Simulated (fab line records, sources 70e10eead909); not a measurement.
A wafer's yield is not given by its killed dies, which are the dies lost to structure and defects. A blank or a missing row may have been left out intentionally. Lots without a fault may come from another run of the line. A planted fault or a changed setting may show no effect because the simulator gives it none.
The same fault as seen by 2 desks	flow nand_harc	numbers are kept per desk, each desk with only its own; the story behind them comes last

## THE TOOL OWNER'S DESK: rie_diel-08
The tool's own readings at NHARC_A_CONTACT_ETCH_30 (etches the open film in CF4/CHF3, target depth 60.5 nm, time 30.2 s): means of the sampled wafers that have a number, for each lot that ran on this tool. A lot is out of limits, marked OUT, if its mean lies more than 4 standard deviations from the usual mean; the brackets give that distance. Shown are 7 of the 8 readings it has, namely the first that went out of limits plus those furthest out on some lot.
Columns: A = chf3_flow_sccm at NHARC_A_CONTACT_ETCH_30, usual 30.00 sccm; B = drypump_motor_current_A at NHARC_A_CONTACT_ETCH_30, usual 5.5 A; C = oes_product_au at NHARC_A_CONTACT_ETCH_30, usual 0.936 a.u.; D = rf_vpp_V at NHARC_A_CONTACT_ETCH_30, usual 370.7 V; E = run_length_s at NHARC_A_CONTACT_ETCH_30, usual 51.5 s; F = showerhead_plenum_p_Torr at NHARC_A_CONTACT_ETCH_30, usual 1.58 Torr; G = throttle_valve_pct at NHARC_A_CONTACT_ETCH_30, usual 16.803 %
lot	first seen here	A	B	C	D	E	F	G
L702	day 17 20:22	29.97	5.2	0.979	369.1	51.4	1.54	16.803
L706	day 18 21:47	30.07	5.3	0.917	371.2	51.3	1.61	16.803
L708	day 19 13:38	29.92	5.6	0.926	373.3	47.8 (-7.8) OUT	1.66	16.811
L709	day 19 15:42	30.04	5.3	0.930	372.9	49.1 (-5.0) OUT	1.64	16.801
L711	day 19 21:06	30.05	5.4	1.001	370.6	49.4 (-4.4) OUT	1.60	16.801
This desk finds L708, L709, L711 out of limits, L708 being first, at day 19 13:38 (run_length_s at NHARC_A_CONTACT_ETCH_30). Within limits: L702, L706.

## AT THE METROLOGY DESK
Lot by lot, what the gauges showed, no matter which tool ran the lot: averages of those sampled wafers that carry a number. A lot is out of limits, marked OUT, if its mean lies more than 4 standard deviations from the usual mean; the brackets give that distance.
Columns: A = cd_nm at NHARC_A_CONTACT_CD_MEAS_80, usual 189.8 nm
lot	first seen here	A
L702	day 17 15:29	189.7
L704	day 17 22:19	189.6
L706	day 18 15:16	189.9
L705	day 18 23:57	189.8
L708	day 19 08:41	188.1
L709	day 19 11:08	190.3
L711	day 19 16:07	189.2
L719	day 21 12:28	189.7
L717	day 22 04:14	189.7
L720	day 22 09:55	191.3
L718	day 22 14:11	191.1
L724	day 23 07:31	189.7
L725	day 23 08:52	189.8
Result from this desk: across the 13 lots, nothing is out of limits.

## ALL TOGETHER
An alarm could have come from the tool owner's desk at day 19 13:38, on L708, L709, L711.
The metrology desk saw nothing out of limits.
The metrology desk has L708, L709, L711 on record, within its limits.
NHARC_A_CONTACT_ETCH_30 was run on rie_diel-08 by each of the lots named.

## WHAT WAS PUT IN BY THE SIMULATOR
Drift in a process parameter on rie_diel-08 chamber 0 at NHARC_A_CONTACT_ETCH_30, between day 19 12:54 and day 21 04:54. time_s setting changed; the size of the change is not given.
Shown lots that were struck: L708, L709, L711.
How many hours passed from the start of the fault until each desk's first out-of-limits reading: the tool owner's desk, 1.
